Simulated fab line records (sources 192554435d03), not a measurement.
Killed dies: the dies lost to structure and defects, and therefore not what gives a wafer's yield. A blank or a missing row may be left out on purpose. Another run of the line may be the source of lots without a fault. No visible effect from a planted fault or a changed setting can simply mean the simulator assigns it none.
A struck lot beside a sound one | flow n5Finfet | 44 steps out of a route of 1938
Sound: wafers L613.1, L613.2, L613.3. Struck: wafers L631.3, L631.4 (left out: L631.6, a lot-mate that was not struck); the cause follows at the end.
Each step with rows lists, per side, the tool, then ch with its chambers, then its first start. Under that, the readings that differ: sound wafers | struck wafers | difference of the means | sigmas: that difference in standard deviations of wafers without a fault.
alike: same words and numbers on both sides, and readings whose means sit less than 2 such deviations apart. not compared: any withheld reading, any reading some wafer has no value for, any bound like >300 that may hide the same value, and any number with overlapping values for which the record gives no deviation.
A row with sigmas, a row that says differs or no value, or rows on one side alone: a step with any of these is where the two part. Non-overlapping numbers with no deviation appear without sigmas and do not part them. A reading missing from all wafers of one side parts the sides only when that side holds two or more wafers.

N5_BEOL_M2_ANNEAL_95: time 240 s.
  sound on pvdSputter-01 at day 8 06:32; struck on pvdSputter-03 at day 14 01:20
  alike: heaterPowerW
then, 4 steps without rows for these wafers: N5_BEOL_M2_SPUTTER_96 (material Cu, target thk 4.5 nm, time 8.29 s); N5_BEOL_M2_ECD_50 (material Cu, target thk 300 nm); N5_BEOL_M2_ANNEAL_51 (time 90 s); N5_BEOL_M2_CMP_52 (polishes, stops on SiOC, t overpolish 6.8 s, target thk 40 nm).
N5_BEOL_M2_THK_MEAS_53: measures by xrf.
  sound on filmMetro-01 at day 8 07:31; struck on filmMetro-01 at day 14 02:16
  alike: M2_THK
then, 4 steps without rows for these wafers: N5_BEOL_M2_PRE_CLEAN_60 (time 15 s); N5_BEOL_M2_CO_CAP_55 (material Co, precursor CCTBA/H2, target thk 2 nm, time 102.1 s); N5_BEOL_M2_PRE_CLEAN_56 (time 15 s); N5_BEOL_M2_DEP_57 (deposits SiCN from 3MS/NH3, target thk 8 nm, time 14 s).
N5_BEOL_M2_RS_MEAS_58: measurement is done with a four-point probe.
  sound on filmMetro-01 at day 8 07:47; struck on filmMetro-02 at day 14 02:37
  alike: M2_RS
N5_BEOL_M2_INSPECT_59: inspects for defects (darkfield).
  sound on defectInspect-01 at day 8 07:49; struck on defectInspect-01 at day 14 02:39
  alike: rawDefectCount
N5_BEOL_M3_ILD_DEP_00: deposits SiOC from DEMS/O2, target thk 79 nm, time 15.3 s.
  sound on pecvd-01 ch 0,1,2, day 8 07:51; struck on pecvd-02 ch 0,2, day 14 02:41
reading                                     | sound             | struck    | difference                    | sigmas
rfFwdPowerW (W)                             | 494.2 493.8 494.5 | - -       | no value on the struck wafers | 
model.SiOC_of_BEOL_M3_ILD_DEP_00.thkNm (nm) | 79.2 79 78.8      | 48.4 48.4 | -30.6                         | 
  alike: chamberPressureTorr, heaterPowerW, showerheadPlenumPTorr, throttleValvePct
N5_BEOL_M3_THK_MEAS_01:
  sound on filmMetro-01 at day 8 07:55; struck on filmMetro-02 at day 14 02:45
reading         | sound          | struck    | difference | sigmas
M3_ILD_THK (nm) | 79.2 79.0 78.9 | 48.5 48.4 | -30.6      | -28
N5_BEOL_M3_PECVD_72: deposits SiO2 from TEOS/O2, target thk 16 nm, time 18 s.
  sound on pecvd-02 ch 0,1,2, day 8 07:57; struck on pecvd-01 ch 0,2, day 14 02:47
  alike: chamberPressureTorr, heaterPowerW, rfFwdPowerW, showerheadPlenumPTorr, throttleValvePct
then, 10 steps without rows for these wafers: N5_BEOL_M3_HM_DEP_02 (deposits TiN, target thk 20 nm); N5_BEOL_M3_COAT_61 (time 60 s, resist thk 60 nm); N5_BEOL_M3_COAT_62 (time 60 s, resist thk 12 nm); N5_BEOL_M3_COAT_73 (time 60 s, resist thk 5 nm); N5_BEOL_M3_COAT_05 (resist thk 30 nm); N5_BEOL_M3_EBR_07; N5_BEOL_M3_SOFTBAKE_06 (time 60 s); N5_BEOL_M3_EXPOSE_08 (exposes mask M3); N5_BEOL_M3_PEB_09 (peb time 60 s); N5_BEOL_M3_DEVELOP_10 (develop time 30 s).
N5_BEOL_M3_CD_MEAS_11: target cd 17.05 nm.
  sound on cdSem-03 ch 0, day 8 08:58; struck on cdSem-03 ch 0, day 14 03:57
  alike: cdNm
N5_BEOL_M3_OVL_MEAS_12:
  sound on overlay-01 ch 0, day 8 09:00; struck on overlay-02 ch 0, day 14 03:59
  alike: M3_OVL
N5_BEOL_M3_INSPECT_13: inspects for defects (brightfield).
  sound on defectInspect-01 at day 8 09:03; struck on defectInspect-01 at day 14 04:02
  alike: rawDefectCount
then, 3 steps without rows for these wafers: N5_BEOL_M3_DESCUM_16 (chemistry O2, time 7 s); N5_BEOL_M3_ETCH_74 (etches underlayer in N2/H2, target depth 6.5 nm, time 5.2 s); N5_BEOL_M3_ETCH_63 (etches SiARC in CF4, target depth 15.6 nm, time 26 s).
N5_BEOL_M3_ETCH_64: etches SOC in N2/H2, target depth 75 nm, overetch 15 nm, time 112.5 s.
  sound on rieDiel-02 ch 0,1,2, day 8 09:10; struck on rieDiel-06 ch 1,3, day 14 04:10
reading                      | sound             | struck      | difference | sigmas
rfVppV (V)                   | 525.1 529.6 525.5 | 520.3 521.0 | -6.1       | -3
showerheadPlenumPTorr (Torr) | 2.58 2.70 2.56    | 2.44 2.45   | -0.17      | -2
  alike: drypumpMotorCurrentA, oesProductAu, rfFwdPowerW, throttleValvePct
  not compared: rfHoursCounterH
then, 2 steps without rows for these wafers: N5_BEOL_M3_STRIP_65 (strips in N2/H2); N5_BEOL_M3_STRIP_75 (strips in N2/H2).
N5_BEOL_M3_STRIP_66: strips in CF4.
  sound on rieDiel-02 ch 0,1,2, day 8 09:18; struck on rieDiel-06 ch 1,3, day 14 04:17
reading                      | sound          | struck    | difference | sigmas
showerheadPlenumPTorr (Torr) | 1.81 1.90 1.80 | 1.72 1.73 | -0.11      | -2
  alike: drypumpMotorCurrentA, oesProductAu, rfFwdPowerW, rfVppV, throttleValvePct
  not compared: rfHoursCounterH
N5_BEOL_M3_HM_OPEN_17: chemistry Cl2/BCl3, target TiN, target depth 20 nm, overetch 6 nm.
  sound on rieMetal-01 ch 0,1, day 8 09:20; struck on rieMetal-02 ch 0,1, day 14 04:21
  alike: drypumpMotorCurrentA, heBacksideLeakSccm, mfcArSccm, mfcCl2Sccm, oesProductAu, rfFwdPowerW, throttleValvePct
  not compared: rfHoursCounterH
then, 1 step without rows for these wafers: N5_BEOL_M3_STRIP_19 (strips in O2).
N5_BEOL_M3_CD_MEAS_18: pitch 36 nm, target cd 18 nm.
  sound on cdSem-03 at day 8 09:31; struck on cdSem-01 at day 14 04:32
  alike: cdNm
then, 4 steps without rows for these wafers: N5_BEOL_M3_COAT_67 (time 60 s, resist thk 60 nm); N5_BEOL_M3_COAT_68 (time 60 s, resist thk 12 nm); N5_BEOL_M3_COAT_76 (time 60 s, resist thk 5 nm); N5_BEOL_M3_COAT_22 (resist thk 30 nm).
N5_BEOL_M3_CMP_52: polishes, stops on SiOC, t overpolish 6.8 s, target thk 40 nm.
  sound on cmp-01 ch 0,2,3, day 8 21:33; struck on cmp-04 ch 0,3, day 15 00:43
reading                                     | sound          | struck    | difference | sigmas
model.Cu_of_BEOL_M3_ECD_50.thkNm (nm)       | 41.2 41.2 39.4 | 10.2 8    | -31.5      | 
model.SiOC_of_BEOL_M3_ILD_DEP_00.thkNm (nm) | 76.2 76 75.8   | 45.4 45.4 | -30.6      | 
  alike: motorCurrentA, padLifeWafers, slurryFilterDpKPa
N5_BEOL_M4_RC_MEAS_101:
  the record has rows for the sound wafers here (prober-02 ch 0, day 10 06:28) and none for the struck ones

== WHERE THEY PART ==
Last at N5_BEOL_M4_RC_MEAS_101 as far as this record goes, first at N5_BEOL_M3_ILD_DEP_00.

WHY: what had been put in by the simulator
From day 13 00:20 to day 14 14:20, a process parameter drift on pecvd-02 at N5_BEOL_M3_ILD_DEP_00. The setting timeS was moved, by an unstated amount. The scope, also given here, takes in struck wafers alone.
